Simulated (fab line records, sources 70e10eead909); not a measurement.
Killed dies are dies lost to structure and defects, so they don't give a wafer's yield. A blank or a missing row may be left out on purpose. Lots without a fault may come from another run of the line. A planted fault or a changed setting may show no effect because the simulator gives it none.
fab line records | flow nand_harc | part 1 of 2: steps 1 to 18 of 26
record lots=5 wafers=15 last_day=31
route steps=1302 shown A_CONTACT@1036
lots that met no fault: from a run of the same line without faults
start_h: hours from the record's first day to the start of the lot's first wafer shown | wait_h: hours since the lot's step before | " the same as in the row above | L1.1+2: a row that stands for several wafers | - no value, or no start given | * or withheld: withheld | < > ~ a bound
route shown NAME@n: a module of which the file shows steps, and the number in the route of the first | usual: mean/standard deviation of fault-free wafers | same: alike in all rows | chamber/n: place in a boat | sites: the reading at each site | _std_site: their standard deviation | _edge_site: outer sites' mean less inner sites' | radius_mm: how far each site lies from the wafer's centre | mask NAME#n: copy n | behind: the tool/chamber that last shaped the wafer | hold: why the lot was held/for how many hours/how that ended | device: the transistor (n, p or np) that didn't switch | end of line: the same wafers' tests at the end of the route | a step without rows: its recipe alone | killed: dies lost to structure and defects at the first sort, not the wafer's yield | map: a wafer's dies, x killed, . not, _ none there
set.NAME: the setting as run; set.NAME@STEP: as run at that earlier step | model.NAME: the simulator's own value behind a step, which no gauge read
lots at some steps of the route; a table a step, a row a wafer
services: from which hour (start_h, from the record's first day; less than 0 if before it) a tool's chamber was out of use, for how many hours, and why
## steps
# step NHARC_A_CONTACT_EXPOSE_66
# recipe na=1.35 sigma_outer=0.8 dose_mj=59.02 mask_id=A_CC_2
# usual reticle_temp_C=23.01/0.12
# columns lot.wafer tool chamber start_h wait_h mask reticle_temp_C
L076.2 arfi_scanner-02 0 505.68 - A_CC_2#0 23.09
L076.4 " 0 " " A_CC_2#0 23.08
L076.5 " 0 " " A_CC_2#0 22.92
L079.1 arfi_scanner-01 0 535.40 - A_CC_2#0 23.17
L079.4 " 0 " " A_CC_2#0 23.43
L079.5 " 0 " " A_CC_2#0 23.30
L087.2 arfi_scanner-01 0 628.66 - A_CC_2#0 22.93
L087.3 " 0 " " A_CC_2#0 22.92
L087.5 " 0 " " A_CC_2#0 23.03
L090.1 arfi_scanner-02 0 664.80 - A_CC_2#0 23.01
L090.2 " 0 " " A_CC_2#0 23.06
L090.5 " 0 " " A_CC_2#0 23.14
L092.1 arfi_scanner-03 0 681.26 - A_CC_2#0 23.09
L092.2 " 0 " " A_CC_2#0 23.10
L092.5 " 0 " " A_CC_2#0 23.23
# step NHARC_A_CONTACT_PEB_67
# recipe peb_temp_c=100 peb_time_s=65
# columns lot.wafer tool chamber start_h wait_h
L076.2+4+5 litho_track-06 0 505.74 0.1
L079.1+4+5 litho_track-01 0 535.46 0.1
L087.2+3+5 litho_track-01 0 628.71 0.1
L090.1+2+5 litho_track-01 0 664.86 0.1
L092.1+2+5 litho_track-06 0 681.32 0.1
# step NHARC_A_CONTACT_DEVELOP_68
# recipe develop_time_s=35 dev_temp_c=23
# columns lot.wafer tool chamber start_h wait_h
L076.2+4+5 litho_track-06 0 - -
L079.1+4+5 litho_track-01 0 - -
L087.2+3+5 litho_track-01 0 - -
L090.1+2+5 litho_track-01 0 - -
L092.1+2+5 litho_track-06 0 - -
# step NHARC_A_CONTACT_CD_MEAS_69
# recipe target_cd_nm=300 landing_energy_ev=500
# usual cd_nm=299.9/0.45
# columns lot.wafer tool chamber start_h wait_h cd_nm
L076.2 cd_sem-03 0 505.82 - 299.0
L076.4 " 0 " " 299.9
L076.5 " 0 " " 299.6
L079.1 cd_sem-03 0 535.53 - 300.4
L079.4 " 0 " " 300.0
L079.5 " 0 " " 300.4
L087.2 cd_sem-01 0 628.79 - 299.9
L087.3 " 0 " " 299.5
L087.5 " 0 " " 299.5
L090.1 cd_sem-01 0 664.94 - 300.2
L090.2 " 0 " " 300.2
L090.5 " 0 " " 299.6
L092.1 cd_sem-02 0 681.40 - 300.1
L092.2 " 0 " " 301.2
L092.5 " 0 " " 300.0
# step NHARC_A_CONTACT_OVL_MEAS_70
# usual overlay_x_nm=0.2/0.89 overlay_y_nm=-0.1/0.7
# columns lot.wafer tool chamber start_h wait_h overlay_x_nm overlay_y_nm
L076.2 overlay-01 - 505.91 - -0.1 0.7
L076.4 " - " " 0.3 0.7
L076.5 " - " " -0.4 0.7
L079.1 overlay-02 - 535.62 - 1.2 -0.2
L079.4 " - " " 1.3 -0.4
L079.5 " - " " 1.8 -0.8
L087.2 overlay-02 - 628.88 - 0.3 0.2
L087.3 " - " " 1.1 -0.1
L087.5 " - " " 0.7 -0.1
L090.1 overlay-02 - 665.03 - 0.6 -0.6
L090.2 " - " " 0.5 -1.1
L090.5 " - " " 0.5 -1.3
L092.1 overlay-02 - 681.49 - 0.5 -0.7
L092.2 " - " " 0.7 -0.6
L092.5 " - " " 0.3 -0.2
# step NHARC_A_CONTACT_INSPECT_71
# usual raw_defect_count=77/31
# columns lot.wafer tool chamber start_h wait_h raw_defect_count
L076.2 defect_inspect-01 - 505.94 0.0 84
L076.4 " - " " 81
L076.5 " - " " 102
L079.1 defect_inspect-02 - 535.66 0.0 105
L079.4 " - " " 109
L079.5 " - " " 113
L087.2 defect_inspect-02 - 628.92 0.0 24
L087.3 " - " " 26
L087.5 " - " " 23
L090.1 defect_inspect-02 - 665.06 0.0 62
L090.2 " - " " 76
L090.5 " - " " 70
L092.1 defect_inspect-01 - 681.52 0.0 101
L092.2 " - " " 84
L092.5 " - " " 109
# step NHARC_A_CONTACT_DESCUM_74
# recipe time_s=3 o2_flow_sccm=200 ar_flow_sccm=0 bias_power_w=0 chemistry=O2
# usual drypump_motor_current_A=5.8/0.51 oes_product_au=0.997/0.011 rf_vpp_V=57.9/1 showerhead_plenum_p_Torr=1.92/0.089 throttle_valve_pct=11.311/0.0087
# same bias_power_w=0
# columns lot.wafer tool chamber start_h wait_h drypump_motor_current_A oes_product_au rf_hours_counter_h rf_vpp_V showerhead_plenum_p_Torr throttle_valve_pct
L076.4 rie_diel-03 1 506.01 0.1 5.3 0.992 9 59.4 1.96 11.317
L076.2 " 2 " " 6.1 1.008 8 56.9 1.79 11.315
L076.5 " 0 " " 5.5 0.991 - 56.5 1.84 11.332
L079.4 rie_diel-03 1 535.72 0.1 5.3 0.982 21 58.0 1.96 11.317
L079.1 " 0 " " 5.5 0.998 20 56.3 1.83 11.314
L079.5 " 2 " " 6.1 1.005 - 58.2 1.78 11.326
L087.3 rie_diel-03 1 629.00 0.1 5.3 0.991 54 57.0 1.95 11.334
L087.2 " 0 " " 5.5 0.984 49 57.9 1.82 11.300
L087.5 " 1 " " 5.3 0.996 - 57.5 1.95 11.308
L090.2 rie_diel-13 1 665.12 0.1 5.4 0.998 51 57.6 1.78 11.303
L090.1 " 3 " " 5.6 0.982 36 55.8 1.79 11.322
L090.5 " 2 " " 6.6 0.997 - 58.2 1.83 11.312
L092.1 rie_diel-10 0 681.58 0.1 5.3 1.008 11 56.8 1.92 11.303
L092.2 " 1 " " 6.5 0.984 11 58.5 1.95 11.313
L092.5 " 1 " " 6.5 0.979 - 58.0 1.95 11.304
# step NHARC_A_CONTACT_ETCH_75
# recipe target_depth_a=390 over_etch_frac=0.3 time_s=65 ion_energy_ev=80 cf4_flow_sccm=150 ar_flow_sccm=0 rf_w=300 bias_w=100 chemistry=CF4
# usual bias_w=100.0/0.3 drypump_motor_current_A=5.8/0.51 oes_product_au=0.995/0.011 rf_vpp_V=151.3/1.3 showerhead_plenum_p_Torr=1.77/0.074 throttle_valve_pct=13.283/0.009
# columns lot.wafer tool chamber start_h wait_h bias_w drypump_motor_current_A oes_product_au rf_hours_counter_h rf_vpp_V showerhead_plenum_p_Torr throttle_valve_pct
L076.2 rie_diel-03 1 506.10 0.1 100.3 5.3 0.994 9 151.7 1.81 13.281
L076.4 " 2 " " 99.8 6.1 0.995 8 150.4 1.66 13.302
L076.5 " 1 " " 99.9 5.3 0.989 - 151.8 1.81 13.277
L079.1 rie_diel-03 0 535.81 0.1 100.1 5.5 0.974 20 152.0 1.70 13.278
L079.4 " 1 " " 100.2 5.3 0.979 21 151.3 1.81 13.274
L079.5 " 0 " " 99.8 5.5 0.990 - 149.2 1.70 13.283
L087.2 rie_diel-03 1 629.10 0.1 100.3 5.3 1.000 54 151.9 1.80 13.297
L087.3 " 3 " " 99.8 5.3 0.997 49 153.4 1.88 13.281
L087.5 " 1 " " 100.4 5.3 1.003 - 153.3 1.80 13.288
L090.2 rie_diel-13 3 665.21 0.1 99.8 5.5 0.978 36 150.0 1.66 13.272
L090.1 " 0 " " 99.5 5.5 0.991 35 154.8 1.88 13.276
L090.5 " 2 " " 100.2 6.5 0.986 - 150.3 1.70 13.284
L092.2 rie_diel-10 1 681.68 0.1 99.8 6.5 0.975 11 152.2 1.80 13.291
L092.1 " 3 " " 100.2 6.5 1.003 10 152.7 1.74 13.283
L092.5 " 1 " " 99.9 6.5 0.974 - 151.8 1.80 13.283
# step NHARC_A_CONTACT_ETCH_76
# recipe target_depth_a=2600 over_etch_frac=0.3 time_s=475.3 ion_energy_ev=200 n2_flow_sccm=150 h2_flow_sccm=150 ar_flow_sccm=0 rf_w=400 bias_w=150 chemistry=N2/H2
# usual bias_w=150.0/0.39 drypump_motor_current_A=5.8/0.5 oes_product_au=0.997/0.01 rf_vpp_V=430.8/2.7 showerhead_plenum_p_Torr=2.05/0.099 throttle_valve_pct=14.171/0.0094
# columns lot.wafer tool chamber start_h wait_h bias_w drypump_motor_current_A oes_product_au rf_hours_counter_h rf_vpp_V showerhead_plenum_p_Torr throttle_valve_pct
L076.2 rie_diel-03 2 - - 150.6 6.1 1.000 8 427.6 1.90 14.164
L076.4 " 3 " " 149.8 5.3 0.991 9 434.6 2.19 14.168
L076.5 " 1 " " 150.3 5.3 0.987 - 432.0 2.09 14.169
L079.4 rie_diel-03 1 - - 149.9 5.3 0.993 21 431.6 2.09 14.167
L079.1 " 2 " " 149.8 6.1 1.008 21 425.7 1.90 14.187
L079.5 " 1 " " 149.8 5.4 0.990 - 433.1 2.09 14.165
L087.2 rie_diel-03 1 - - 149.7 5.4 0.991 55 431.4 2.08 14.161
L087.3 " 0 " " 149.7 5.5 0.982 49 427.8 1.94 14.179
L087.5 " 1 " " 150.2 5.4 0.998 - 431.7 2.08 14.187
L090.2 rie_diel-13 2 - - 148.7 6.6 1.000 50 427.6 1.95 14.155
L090.1 " 3 " " 150.0 5.5 0.998 36 427.5 1.90 14.165
L090.5 " 1 " " 150.5 5.4 1.015 - 427.5 1.90 14.156
L092.2 rie_diel-10 1 - - 149.5 6.5 0.992 11 431.1 2.08 14.190
L092.1 " 0 " " 150.3 5.3 0.997 11 431.5 2.05 14.177
L092.5 " 2 " " 149.7 5.8 0.996 - 433.9 2.16 14.169
# step NHARC_A_CONTACT_ETCH_77
# recipe target_depth_a=1089 time_s=54.5 cf4_flow_sccm=100 chf3_flow_sccm=30 ar_flow_sccm=0 rf_w=500 bias_w=200 chemistry=CF4/CHF3
# usual bias_w=200.1/0.66 drypump_motor_current_A=5.8/0.5 oes_product_au=0.933/0.021 rf_vpp_V=370.9/2.6 showerhead_plenum_p_Torr=1.58/0.071 throttle_valve_pct=16.802/0.0086
# columns lot.wafer tool chamber start_h wait_h bias_w drypump_motor_current_A oes_product_au rf_hours_counter_h rf_vpp_V showerhead_plenum_p_Torr throttle_valve_pct
L076.4 rie_diel-03 3 - - 200.9 5.3 0.972 9 374.8 1.68 16.804
L076.2 " 1 " " 201.1 5.3 0.950 9 371.2 1.61 16.816
L076.5 " 3 " " 200.9 5.3 0.977 - 374.7 1.68 16.789
L079.4 rie_diel-03 3 - - 200.6 5.3 0.921 21 374.1 1.68 16.788
L079.1 " 1 " " 201.8 5.3 0.915 21 372.4 1.61 16.811
L079.5 " 2 " " 200.9 6.1 0.916 - 367.0 1.47 16.796
L087.3 rie_diel-03 3 - - 199.1 5.3 0.921 49 372.8 1.67 16.804
L087.2 " 1 " " 200.0 5.3 0.931 55 371.5 1.60 16.815
L087.5 " 1 " " 200.1 5.3 0.918 - 372.2 1.60 16.808
L090.2 rie_diel-13 1 - - 200.2 5.4 0.936 51 367.6 1.47 16.789
L090.1 " 2 " " 200.7 6.5 0.917 50 370.0 1.51 16.792
L090.5 " 0 " " 201.0 5.5 0.914 - 375.0 1.67 16.816
L092.1 rie_diel-10 3 - - 201.6 6.5 0.957 10 369.6 1.55 16.798
L092.2 " 0 " " 200.5 5.3 0.947 12 370.5 1.58 16.804
L092.5 " 1 " " 200.7 6.5 0.919 - 372.1 1.60 16.790
# step NHARC_A_CONTACT_ETCH_78
# recipe target_depth_a=53000 over_etch_frac=0.3 time_s=1378 ion_energy_ev=150 o2_flow_sccm=400 cos_flow_sccm=20 ar_flow_sccm=0 rf_w=500 bias_w=300 chemistry=O2/COS
# usual bias_w=300.0/0.89 drypump_motor_current_A=5.9/0.51 oes_product_au=0.996/0.01 rf_vpp_V=314.3/2 showerhead_plenum_p_Torr=3.13/0.14 throttle_valve_pct=28.330/0.0083
# columns lot.wafer tool chamber start_h wait_h bias_w drypump_motor_current_A oes_product_au rf_hours_counter_h rf_vpp_V showerhead_plenum_p_Torr throttle_valve_pct
L076.4 rie_diel-03 1 - - 300.6 5.3 0.992 9 315.2 3.20 28.320
L076.2 " 3 " " 298.8 5.3 0.996 9 317.2 3.34 28.343
L076.5 " 1 " " 299.4 5.3 1.000 - 317.8 3.20 28.345
L079.1 rie_diel-03 2 - - 300.2 6.1 1.002 22 311.2 2.92 28.325
L079.4 " 1 " " 300.4 5.3 0.988 21 315.5 3.19 28.329
L079.5 " 3 " " 299.3 5.3 0.993 - 317.2 3.33 28.335
L087.2 rie_diel-03 1 - - 300.1 5.4 0.999 55 314.7 3.17 28.331
L087.3 " 3 " " 301.4 5.3 1.000 49 315.6 3.31 28.341
L087.5 " 3 " " 299.1 5.3 1.001 - 316.5 3.32 28.331
L090.1 rie_diel-13 2 - - 300.2 6.6 0.997 50 311.6 3.00 28.326
L090.2 " 3 " " 300.6 5.5 0.985 37 311.3 2.93 28.314
L090.5 " 0 " " 300.3 5.5 0.987 - 317.0 3.32 28.338
L092.1 rie_diel-10 1 - - 300.4 6.5 0.979 11 316.0 3.17 28.355
L092.2 " 0 " " 301.7 5.3 1.002 12 315.5 3.13 28.319
L092.5 " 2 " " 300.7 5.8 0.990 - 317.5 3.29 28.327
# step NHARC_A_CONTACT_ETCH_124
# recipe source_w=withheld pressure_mtorr=20 bias_v=withheld time_s=140 target_depth_a=7000 ar_flow_sccm=withheld c4f8_flow_sccm=withheld o2_flow_sccm=withheld chemistry=C4F8/O2/Ar
# usual oes_air_line_au=0.998/0.023
# columns lot.wafer tool chamber start_h wait_h oes_air_line_au rf_hours_counter_h
L076.2 har_cap_etch-02 1 507.54 - 0.969 91
L076.4 " 0 " " 0.991 -
L076.5 " 0 " " 0.963 -
L079.1 har_cap_etch-01 1 537.26 - 1.003 6
L079.4 " 1 " " 1.012 -
L079.5 " 1 " " 1.001 -
L087.2 har_cap_etch-03 1 630.85 - 1.007 65
L087.3 " 1 " " 1.009 -
L087.5 " 0 " " 0.986 -
L090.1 har_cap_etch-02 0 666.66 - 0.993 116
L090.2 " 1 " " 1.048 116
L090.5 " 1 " " 1.012 -
L092.1 har_cap_etch-02 0 683.14 - 1.015 118
L092.2 " 1 " " 1.009 118
L092.5 " 1 " " 0.966 -
# step NHARC_A_CONTACT_ETCH_125
# recipe source_w=withheld pressure_mtorr=20 bias_v=3000 time_s=197 target_depth_a=19180 ar_flow_sccm=withheld c4f8_flow_sccm=withheld o2_flow_sccm=withheld chemistry=C4F8/O2/Ar
# usual oes_air_line_au=1.000/0.021
# columns lot.wafer tool chamber start_h wait_h oes_air_line_au rf_hours_counter_h
L076.2 har_cap_etch-02 1 507.74 0.2 0.996 91
L076.4 " 0 " " 1.014 -
L076.5 " 0 " " 1.035 -
L079.1 har_cap_etch-01 1 537.53 0.2 1.006 6
L079.4 " 1 " " 0.979 -
L079.5 " 1 " " 0.952 -
L087.2 har_cap_etch-03 1 631.05 0.2 1.018 65
L087.3 " 1 " " 1.006 -
L087.5 " 0 " " 1.019 -
L090.1 har_cap_etch-02 0 666.86 0.2 1.036 116
L090.2 " 1 " " 1.004 116
L090.5 " 1 " " 0.983 -
L092.1 har_cap_etch-02 0 683.34 0.2 1.020 118
L092.2 " 1 " " 0.978 118
L092.5 " 1 " " 0.985 -
# step NHARC_A_CONTACT_ETCH_126
# recipe source_w=withheld pressure_mtorr=20 bias_v=3000 time_s=197 target_depth_a=19180 ar_flow_sccm=withheld c4f8_flow_sccm=withheld o2_flow_sccm=withheld chemistry=C4F8/O2/Ar
# usual oes_air_line_au=0.997/0.02
# columns lot.wafer tool chamber start_h wait_h oes_air_line_au rf_hours_counter_h
L076.2 har_cap_etch-02 1 507.92 0.1 1.000 92
L076.4 " 0 " " 1.002 -
L076.5 " 0 " " 0.993 -
L079.1 har_cap_etch-01 1 537.77 0.2 0.999 7
L079.4 " 1 " " 1.029 -
L079.5 " 1 " " 0.984 -
L087.2 har_cap_etch-03 1 631.23 0.1 1.006 65
L087.3 " 1 " " 0.993 -
L087.5 " 0 " " 1.033 -
L090.1 har_cap_etch-02 0 667.03 0.1 0.975 116
L090.2 " 1 " " 1.014 116
L090.5 " 1 " " 0.986 -
L092.1 har_cap_etch-02 0 683.52 0.1 0.997 118
L092.2 " 1 " " 0.978 118
L092.5 " 1 " " 0.970 -
# step NHARC_A_CONTACT_ETCH_127
# recipe source_w=withheld pressure_mtorr=20 bias_v=3000 time_s=197 target_depth_a=19180 ar_flow_sccm=withheld c4f8_flow_sccm=withheld o2_flow_sccm=withheld chemistry=C4F8/O2/Ar
# usual oes_air_line_au=1.002/0.021
# columns lot.wafer tool chamber start_h wait_h oes_air_line_au rf_hours_counter_h
L076.2 har_cap_etch-02 1 508.10 0.1 1.028 92
L076.4 " 0 " " 1.033 -
L076.5 " 0 " " 1.027 -
L079.1 har_cap_etch-01 1 538.00 0.2 1.022 7
L079.4 " 1 " " 1.033 -
L079.5 " 1 " " 1.024 -
L087.2 har_cap_etch-03 1 631.41 0.1 1.001 65
L087.3 " 1 " " 1.015 -
L087.5 " 0 " " 1.027 -
L090.1 har_cap_etch-02 0 667.21 0.1 0.995 116
L090.2 " 1 " " 1.007 116
L090.5 " 1 " " 1.021 -
L092.1 har_cap_etch-02 0 683.70 0.1 1.007 118
L092.2 " 1 " " 0.967 118
L092.5 " 1 " " 0.978 -
# step NHARC_A_CONTACT_ETCH_128
# recipe source_w=withheld pressure_mtorr=20 bias_v=3000 time_s=197 target_depth_a=19180 ar_flow_sccm=withheld c4f8_flow_sccm=withheld o2_flow_sccm=withheld chemistry=C4F8/O2/Ar
# usual oes_air_line_au=0.999/0.018
# columns lot.wafer tool chamber start_h wait_h oes_air_line_au rf_hours_counter_h
L076.2 har_cap_etch-02 1 508.27 0.1 1.006 92
L076.4 " 0 " " 0.977 -
L076.5 " 0 " " 0.994 -
L079.1 har_cap_etch-01 1 538.24 0.2 1.012 7
L079.4 " 1 " " 1.010 -
L079.5 " 1 " " 1.011 -
L087.2 har_cap_etch-03 1 631.59 0.1 1.007 66
L087.3 " 1 " " 1.035 -
L087.5 " 0 " " 1.009 -
L090.1 har_cap_etch-02 0 667.38 0.1 0.998 116
L090.2 " 1 " " 0.973 116
L090.5 " 1 " " 1.003 -
L092.1 har_cap_etch-02 0 683.88 0.1 0.981 118
L092.2 " 1 " " 0.999 118
L092.5 " 1 " " 0.986 -
# step NHARC_A_CONTACT_ETCH_129
# recipe source_w=withheld pressure_mtorr=20 bias_v=3000 time_s=197 target_depth_a=19180 ar_flow_sccm=withheld c4f8_flow_sccm=withheld o2_flow_sccm=withheld chemistry=C4F8/O2/Ar
# usual oes_air_line_au=1.000/0.019
# columns lot.wafer tool chamber start_h wait_h oes_air_line_au rf_hours_counter_h
L076.2 har_cap_etch-02 1 508.45 0.1 0.958 92
L076.4 " 0 " " 0.989 -
L076.5 " 0 " " 1.016 -
L079.1 har_cap_etch-01 1 538.47 0.2 1.005 7
L079.4 " 1 " " 1.020 -
L079.5 " 1 " " 0.998 -
L087.2 har_cap_etch-03 1 631.76 0.1 1.007 66
L087.3 " 1 " " 1.021 -
L087.5 " 0 " " 0.997 -
L090.1 har_cap_etch-02 0 667.56 0.1 0.982 117
L090.2 " 1 " " 1.010 117
L090.5 " 1 " " 0.998 -
L092.1 har_cap_etch-02 0 684.06 0.2 0.962 118
L092.2 " 1 " " 0.971 118
L092.5 " 1 " " 1.005 -
# step NHARC_A_CONTACT_ETCH_130
# recipe source_w=withheld pressure_mtorr=20 bias_v=3000 time_s=197 target_depth_a=19180 ar_flow_sccm=withheld c4f8_flow_sccm=withheld o2_flow_sccm=withheld chemistry=C4F8/O2/Ar
# usual oes_air_line_au=0.999/0.019
# columns lot.wafer tool chamber start_h wait_h oes_air_line_au rf_hours_counter_h
L076.2 har_cap_etch-02 1 508.62 0.1 0.974 92
L076.4 " 0 " " 1.015 -
L076.5 " 0 " " 1.023 -
L079.1 har_cap_etch-01 1 538.70 0.2 1.002 7
L079.4 " 1 " " 1.014 -
L079.5 " 1 " " 1.019 -
L087.2 har_cap_etch-03 1 631.93 0.1 1.010 66
L087.3 " 1 " " 1.012 -
L087.5 " 0 " " 1.005 -
L090.1 har_cap_etch-02 0 667.74 0.1 0.996 117
L090.2 " 1 " " 0.997 117
L090.5 " 1 " " 1.004 -
L092.1 har_cap_etch-02 0 684.23 0.1 1.012 118
L092.2 " 1 " " 1.007 118
L092.5 " 1 " " 1.012 -
